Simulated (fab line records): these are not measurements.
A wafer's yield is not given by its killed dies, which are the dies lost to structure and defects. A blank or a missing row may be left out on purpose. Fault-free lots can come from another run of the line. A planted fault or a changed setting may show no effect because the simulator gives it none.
Matching of chambers    flow n5_finfet    rie_si-05 running N5_DUMMY_GATE_TRIM_49: 4 sister chambers
The step chemistry O2, time 29 s, target cd 14 nm. 4 wafers are shown with their chamber, then 12 later ones without.

== WAFERS, EACH WITH ITS CHAMBER ==
wafer   chamber  drypump_motor_current_A (A)
L088.2  2        6.3
L088.5  3        5.6
L087.4  0        6.4
L087.5  1        6.4

== WAFERS WHOSE CHAMBER IS MISSING ==
wafer   drypump_motor_current_A (A)
L089.1  6.4
L089.4  6.3
L089.6  6.4
L091.1  6.2
L091.3  6.4
L091.6  6.3
L093.3  6.3
L093.4  6.4
L093.5  6.4
L097.1  6.4
L097.3  6.4
L097.5  5.6

== CHAMBER TAKEN BY EACH ==
wafer   from the rows above      in truth
L089.1  can't be placed: 0 or 1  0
L089.4  2                        2
L089.6  can't be placed: 0 or 1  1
L091.1  2                        2
L091.3  can't be placed: 0 or 1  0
L091.6  2                        2
L093.3  2                        2
L093.4  can't be placed: 0 or 1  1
L093.5  can't be placed: 0 or 1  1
L097.1  can't be placed: 0 or 1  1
L097.3  can't be placed: 0 or 1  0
L097.5  3                        3
Correctly placed: 5 of 12. From these rows, 7 cannot be placed; in 7 the true chamber is one of the candidates. Wrongly placed: 0.
How it was worked out, from the rows above alone: a wafer's distance from a chamber is the root of the sum, over the readings, of the square of ((its reading less the chamber's mean) divided by the reading's scatter). If the next closest chamber is less than 2 further off than the closest, the wafer can't be placed; otherwise it belongs to the closest. For every chamber, the mean is computed from those of its wafers that are shown. The scatter: with one shown wafer a chamber, the root of the mean of the squares of how far each hidden wafer lies from its nearest shown one.
